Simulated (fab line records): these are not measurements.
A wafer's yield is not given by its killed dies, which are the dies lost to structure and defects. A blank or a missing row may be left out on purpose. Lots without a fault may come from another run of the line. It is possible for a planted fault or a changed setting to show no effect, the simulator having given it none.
Matching of chambers ; flow n5Finfet ; aldMetal-02 running N5_BEOL_M2_ALD_84: 4 sister chambers
The step deposits TaN, pulse time 2 s, purge time 3 s, co reactant purge time 2 s. 8 wafers are shown with their chamber, then 8 later ones without.

== WAFERS WITH THEIR CHAMBER ==
wafer;chamber;heaterPowerW (W);precursorVesselTempC (C)
L081.2;3;387;74.81
L081.3;1;402;75.01
L081.5;2;346;75.03
L083.3;2;349;75.03
L082.2;1;387;75.06
L082.3;3;397;74.90
L082.6;0;327;74.76
L089.2;0;333;75.09

== WAFERS WITH NO CHAMBER GIVEN ==
wafer;heaterPowerW (W);precursorVesselTempC (C)
L089.3;347;75.15
L089.6;336;75.01
L094.2;397;74.92
L094.3;381;75.09
L094.5;391;74.84
L095.1;398;75.05
L095.2;393;75.03
L095.4;343;74.95

== CHAMBER TAKEN BY EACH ==
wafer;from the rows above;in truth
L089.3;2;2
L089.6;can't be placed: 0 or 2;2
L094.2;can't be placed: 3 or 1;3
L094.3;can't be placed: 1 or 3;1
L094.5;can't be placed: 3 or 1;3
L095.1;can't be placed: 1 or 3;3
L095.2;can't be placed: 1 or 3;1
L095.4;can't be placed: 2 or 0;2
Placed correctly: 1 of 8. Unplaceable from these rows: 7, with the true chamber sitting among the candidates in 7. Placed wrongly: 0.
How it was worked out, from the rows above alone: a wafer's distance from a chamber is the root of the sum, over the readings, of the square of ((its reading less the chamber's mean) divided by the reading's scatter). If the next closest chamber is less than 2 further off than the closest, the wafer can't be placed; otherwise it belongs to the closest. A chamber's mean is the mean of its shown wafers. The scatter is the square root of a quotient: the sum, over the shown wafers, of each reading's squared deviation from its chamber's mean, divided by wafers minus chambers.
